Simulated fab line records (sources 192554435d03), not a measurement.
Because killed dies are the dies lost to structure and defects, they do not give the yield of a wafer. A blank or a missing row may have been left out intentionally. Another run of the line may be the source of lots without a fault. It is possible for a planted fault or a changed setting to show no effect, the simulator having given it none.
Chamber matching / flow n5-finfet / N5_BEOL_M3_DESCUM_16 on rie-diel-02: 4 sister chambers
The step chemistry O2, time 7 s. 20 wafers are shown with their chamber, then 10 later ones without.

== WAFERS PAIRED WITH THEIR CHAMBERS ==
wafer=L078.1; chamber=2; throttle-valve-pct (%)=20.64; drypump-motor-current-A (A)=5.1; oes-product-au (a.u.)=0.70
wafer=L078.4; chamber=1; throttle-valve-pct (%)=20.20; drypump-motor-current-A (A)=5.8; oes-product-au (a.u.)=0.94
wafer=L078.6; chamber=0; throttle-valve-pct (%)=20.56; drypump-motor-current-A (A)=6.3; oes-product-au (a.u.)=0.74
wafer=L079.1; chamber=2; throttle-valve-pct (%)=20.65; drypump-motor-current-A (A)=5.2; oes-product-au (a.u.)=0.70
wafer=L079.2; chamber=3; throttle-valve-pct (%)=19.91; drypump-motor-current-A (A)=5.3; oes-product-au (a.u.)=0.81
wafer=L079.3; chamber=0; throttle-valve-pct (%)=20.57; drypump-motor-current-A (A)=6.2; oes-product-au (a.u.)=0.74
wafer=L082.1; chamber=3; throttle-valve-pct (%)=19.90; drypump-motor-current-A (A)=5.3; oes-product-au (a.u.)=0.80
wafer=L082.3; chamber=1; throttle-valve-pct (%)=20.22; drypump-motor-current-A (A)=5.8; oes-product-au (a.u.)=0.93
wafer=L082.5; chamber=2; throttle-valve-pct (%)=20.66; drypump-motor-current-A (A)=5.2; oes-product-au (a.u.)=0.69
wafer=L084.1; chamber=2; throttle-valve-pct (%)=20.65; drypump-motor-current-A (A)=5.2; oes-product-au (a.u.)=0.70
wafer=L084.3; chamber=3; throttle-valve-pct (%)=19.93; drypump-motor-current-A (A)=5.3; oes-product-au (a.u.)=0.80
wafer=L084.4; chamber=0; throttle-valve-pct (%)=20.60; drypump-motor-current-A (A)=6.2; oes-product-au (a.u.)=0.73
wafer=L085.1; chamber=2; throttle-valve-pct (%)=20.66; drypump-motor-current-A (A)=5.2; oes-product-au (a.u.)=0.69
wafer=L085.2; chamber=0; throttle-valve-pct (%)=20.59; drypump-motor-current-A (A)=6.3; oes-product-au (a.u.)=0.73
wafer=L085.6; chamber=1; throttle-valve-pct (%)=20.22; drypump-motor-current-A (A)=5.8; oes-product-au (a.u.)=0.92
wafer=L086.1; chamber=2; throttle-valve-pct (%)=20.68; drypump-motor-current-A (A)=5.1; oes-product-au (a.u.)=0.68
wafer=L086.3; chamber=1; throttle-valve-pct (%)=20.23; drypump-motor-current-A (A)=5.8; oes-product-au (a.u.)=0.91
wafer=L086.5; chamber=3; throttle-valve-pct (%)=19.93; drypump-motor-current-A (A)=5.3; oes-product-au (a.u.)=0.78
wafer=L088.3; chamber=3; throttle-valve-pct (%)=19.94; drypump-motor-current-A (A)=5.3; oes-product-au (a.u.)=0.79
wafer=L088.5; chamber=1; throttle-valve-pct (%)=20.24; drypump-motor-current-A (A)=5.8; oes-product-au (a.u.)=0.91

SIGNATURES, as means of the wafers listed above
reading=throttle-valve-pct; chamber 0=20.5800; chamber 1=20.2220; chamber 2=20.6567; chamber 3=19.9220; scatter within a chamber=0.0156
reading=drypump-motor-current-A; chamber 0=6.250; chamber 1=5.800; chamber 2=5.167; chamber 3=5.300; scatter within a chamber=0.0382
reading=oes-product-au; chamber 0=0.7350; chamber 1=0.9220; chamber 2=0.6933; chamber 3=0.7960; scatter within a chamber=0.0101
Rule: a wafer lies at a distance from a chamber equal to the root of the sum of squares, over the readings, of (its reading less the chamber's mean, divided by the reading's scatter). If the next closest chamber is less than 2 further off than the closest, the wafer can't be placed; otherwise it belongs to the closest. The scatter: the root of (the sum of the squares of (reading less its chamber's mean) over the shown wafers, divided by (wafers less chambers)).

== WAFERS WITHOUT THEIR CHAMBER ==
wafer=L088.6; throttle-valve-pct (%)=20.67; drypump-motor-current-A (A)=5.2; oes-product-au (a.u.)=0.68
wafer=L087.1; throttle-valve-pct (%)=20.61; drypump-motor-current-A (A)=6.3; oes-product-au (a.u.)=0.72
wafer=L087.2; throttle-valve-pct (%)=20.24; drypump-motor-current-A (A)=5.8; oes-product-au (a.u.)=0.91
wafer=L087.3; throttle-valve-pct (%)=20.67; drypump-motor-current-A (A)=5.1; oes-product-au (a.u.)=0.68
wafer=L089.1; throttle-valve-pct (%)=19.91; drypump-motor-current-A (A)=5.4; oes-product-au (a.u.)=0.78
wafer=L089.2; throttle-valve-pct (%)=20.61; drypump-motor-current-A (A)=6.3; oes-product-au (a.u.)=0.72
wafer=L089.5; throttle-valve-pct (%)=19.92; drypump-motor-current-A (A)=5.4; oes-product-au (a.u.)=0.78
wafer=L092.1; throttle-valve-pct (%)=19.92; drypump-motor-current-A (A)=5.3; oes-product-au (a.u.)=0.77
wafer=L092.2; throttle-valve-pct (%)=20.61; drypump-motor-current-A (A)=6.3; oes-product-au (a.u.)=0.72
wafer=L092.3; throttle-valve-pct (%)=20.69; drypump-motor-current-A (A)=5.1; oes-product-au (a.u.)=0.68

== THE CHAMBER EACH PASSED THROUGH ==
wafer=L088.6; from the rows above=2; in truth=2
wafer=L087.1; from the rows above=0; in truth=0
wafer=L087.2; from the rows above=1; in truth=1
wafer=L087.3; from the rows above=2; in truth=2
wafer=L089.1; from the rows above=3; in truth=3
wafer=L089.2; from the rows above=0; in truth=0
wafer=L089.5; from the rows above=3; in truth=3
wafer=L092.1; from the rows above=3; in truth=3
wafer=L092.2; from the rows above=0; in truth=0
wafer=L092.3; from the rows above=2; in truth=2
10 of 10 placed correctly. Not placeable from these rows: 0. 0 placed wrongly.
